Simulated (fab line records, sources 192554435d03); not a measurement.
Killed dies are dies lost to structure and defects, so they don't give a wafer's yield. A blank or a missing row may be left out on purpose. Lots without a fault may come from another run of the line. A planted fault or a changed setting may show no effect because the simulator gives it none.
Chamber matching | flow n5_finfet | N5_BEOL_M7_DEP_56 on pecvd-04: 3 sister chambers
The step deposits SiCN from 3MS/NH3, target thk 10 nm, time 17.5 s. 14 wafers are shown with their chamber, then 7 later ones without.

WAFERS WITH THEIR CHAMBER
wafer  | chamber | showerhead_plenum_p_Torr (Torr) | chamber_pressure_Torr (Torr) | throttle_valve_pct (%)
L077.2 | 0       | 3.678                           | 3.002                        | 8.7
L077.3 | 2       | 3.625                           | 3.004                        | 8.7
L077.5 | 1       | 3.667                           | 2.995                        | 8.8
L081.3 | 2       | 3.632                           | 2.993                        | 8.7
L081.4 | 0       | 3.676                           | 3.009                        | 8.5
L081.5 | 2       | 3.619                           | 2.998                        | 8.7
L082.1 | 0       | 3.676                           | 2.999                        | 8.7
L082.2 | 2       | 3.632                           | 3.003                        | 8.9
L082.6 | 0       | 3.679                           | 3.004                        | 8.8
L083.2 | 2       | 3.625                           | 2.999                        | 8.8
L083.4 | 0       | 3.674                           | 3.008                        | 8.6
L083.6 | 1       | 3.665                           | 2.999                        | 8.5
L084.1 | 1       | 3.671                           | 2.998                        | 8.7
L084.2 | 0       | 3.676                           | 3.001                        | 8.7

SIGNATURES (means of the wafers above)
reading                  | chamber 0 | chamber 1 | chamber 2 | scatter within a chamber
showerhead_plenum_p_Torr | 3.67650   | 3.66767   | 3.62660   | 0.00376
chamber_pressure_Torr    | 3.00383   | 2.99733   | 2.99940   | 0.00387
throttle_valve_pct       | 8.667     | 8.667     | 8.760     | 0.11
Rule: a wafer's distance from a chamber is the root of the sum, over the readings, of the square of ((its reading less the chamber's mean) divided by the reading's scatter). The wafer belongs to the nearest chamber; if the next one is less than 2 further off, it can't be placed. The scatter: the root of (the sum of the squares of (reading less its chamber's mean) over the shown wafers, divided by (wafers less chambers)).

WAFERS WITHOUT THEIR CHAMBER
wafer  | showerhead_plenum_p_Torr (Torr) | chamber_pressure_Torr (Torr) | throttle_valve_pct (%)
L084.6 | 3.682                           | 2.997                        | 8.5
L085.1 | 3.668                           | 2.999                        | 9.0
L085.5 | 3.679                           | 2.998                        | 8.4
L085.6 | 3.631                           | 2.997                        | 8.7
L086.1 | 3.674                           | 2.991                        | 8.5
L086.2 | 3.660                           | 2.995                        | 9.1
L086.4 | 3.618                           | 2.992                        | 8.6

WHICH CHAMBER EACH WENT THROUGH
wafer  | from the rows above     | in truth
L084.6 | can't be placed: 0 or 1 | 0
L085.1 | can't be placed: 1 or 0 | 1
L085.5 | can't be placed: 0 or 1 | 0
L085.6 | 2                       | 2
L086.1 | can't be placed: 1 or 0 | 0
L086.2 | can't be placed: 1 or 0 | 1
L086.4 | 2                       | 2
Placed correctly: 2 of 7. Can't be placed from these rows: 5 (the true chamber is among the candidates in 5). Placed wrongly: 0.
